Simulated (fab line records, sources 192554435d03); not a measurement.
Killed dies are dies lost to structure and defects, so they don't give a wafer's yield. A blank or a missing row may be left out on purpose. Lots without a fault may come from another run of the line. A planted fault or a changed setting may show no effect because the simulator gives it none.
Split-lot experiment | flow n5_finfet | 7 lots, 21 wafers read, on a route of 1938 steps

THE SPLIT
At N5_BEOL_M13_EXPOSE_07 (exposes mask V12), the setting dose_mj was moved away from the recipe's 24.8 on 4 of the 21 wafers read, by -6.8% to +6.9%. The other wafers ran this setting at the recipe's value.

FROM THE SPLIT TO THE READING: what the file shows between them, 11 steps
- N5_BEOL_M13_PEB_08: peb time 90 s
- N5_BEOL_M13_DEVELOP_09: develop time 45 s
- N5_BEOL_M13_HARDBAKE_14: time 120 s
- N5_BEOL_M13_CD_MEAS_10: target cd 190 nm
- N5_BEOL_M13_DESCUM_15: chemistry O2, time 7.9 s
- N5_BEOL_M13_ETCH_59: etches BARC in N2/H2, target depth 89 nm, overetch 26.7 nm, time 67.9 s
- N5_BEOL_M13_VIA_ETCH_16: etches SiOC in C4F8/O2/Ar, target depth 921.7 nm
- N5_BEOL_M13_STRIP_63: strips in N2/H2
- N5_BEOL_M13_STRIP_64: strips in N2/H2
- N5_BEOL_M13_STRIP_71: strips in post etch residue remover, time 60 s
- N5_BEOL_M13_SRD_72: time 30 s, dry time 30 s

THE READING
cd_nm, in nm, at N5_BEOL_M13_CD_MEAS_17 (target cd 190 nm). Fault-free wafers of this fab line usually give 190.5 nm, standard deviation 1.6 nm.

wafer  | tool, chamber at the split | dose_mj as run | against the recipe | cd_nm, nm | against lot-mates on the recipe
L075.1 | krf_scanner-02, 0          | 24.8           | recipe             | 188.1     | -
L075.2 | krf_scanner-02, 0          | 24.8           | recipe             | 187.1     | -
L075.4 | krf_scanner-02, 0          | 24.8           | recipe             | 189.7     | -
L079.3 | krf_scanner-02, 0          | 24.8           | recipe             | 190.5     | -
L079.4 | krf_scanner-02, 0          | 24.8           | recipe             | 191.0     | -
L079.5 | krf_scanner-02, 0          | 24.8           | recipe             | 191.1     | -
L086.2 | krf_scanner-02, 0          | 24.8           | recipe             | 190.4     | -
L086.4 | krf_scanner-02, 0          | 24.8           | recipe             | 188.8     | -
L086.6 | krf_scanner-02, 0          | 24.8           | recipe             | 190.5     | -
L087.3 | krf_scanner-01, 0          | 24.8           | recipe             | 193.7     | -
L087.5 | krf_scanner-01, 0          | 23.12          | -6.8%              | 184.9     | -8.8
L087.6 | krf_scanner-01, 0          | 23.12          | -6.8%              | 184.9     | -8.8
L091.2 | krf_scanner-01, 0          | 26.51          | +6.9%              | 197.1     | +6.6
L091.3 | krf_scanner-01, 0          | 24.8           | recipe             | 190.5     | -
L091.4 | krf_scanner-01, 0          | 26.51          | +6.9%              | 199.2     | +8.7
L096.3 | krf_scanner-02, 0          | 24.8           | recipe             | 189.0     | -
L096.4 | krf_scanner-02, 0          | 24.8           | recipe             | 189.3     | -
L096.5 | krf_scanner-02, 0          | 24.8           | recipe             | 188.0     | -
L095.1 | krf_scanner-02, 0          | 24.8           | recipe             | 188.9     | -
L095.4 | krf_scanner-02, 0          | 24.8           | recipe             | 189.0     | -
L095.5 | krf_scanner-02, 0          | 24.8           | recipe             | 188.0     | -

THE FIT
A straight line over all 21 wafers: cd_nm changes by +0.971 nm for each +1% of dose_mj; r = +0.88; the points scatter about the line by 1.7 nm.
The same after taking each lot's own level away (the mean of its wafers on the recipe; 21 wafers): +1.2 nm for each +1%; r = +0.98; scatter 0.75 nm.
On that fit, the largest move of dose_mj shifts the reading by 8.3 nm.
The lots' own levels span 188.30 to 193.70 nm, that is 3.4 times the standard deviation above.
So the lot-to-lot level changes the slope: the two fits differ.
Check: with one of the wafers moved furthest among these (+6.9%) left out of the fit, the line predicts +8.85 nm for it against its lot-mates. It came out at +6.6 nm against them.

OTHER SPLITS ON THESE WAFERS
These wafers also went through other splits before the reading. Each is held against what the fit with the lots' levels taken away leaves over:
other split on the same wafers | wafers away from the commonest value | r with cd_nm (lot level and that fit taken away)
N5_BEOL_M10_PECVD_70 time_s    | 7                                    | +0.41
N5_BEOL_M10_COAT_59 temp_c     | 7                                    | -0.01
N5_BEOL_M11_ILD_DEP_00 time_s  | 7                                    | +0.39
N5_BEOL_M11_ETCH_41 time_s     | 5                                    | -0.08
N5_BEOL_M11_ALD_74 ald_cycles  | 7                                    | +0.00
N5_BEOL_M13_COAT_04 spin_rpm   | 4                                    | -0.09

THE WHOLE CHAIN: every reading that the file lists as answering this split, in the file's order
step                   | what it does     | reading | change (the file's fit)              | r (the file's)
N5_BEOL_M13_CD_MEAS_10 | target cd 190 nm | cd_nm   | +1.12 nm for each +1% of the setting | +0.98
N5_BEOL_M13_CD_MEAS_17 | target cd 190 nm | cd_nm   | +1.2 nm for each +1% of the setting  | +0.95

THE FILE'S OWN FIT
cd_nm changes by +1.2 nm for each +1% of dose_mj, r = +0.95.
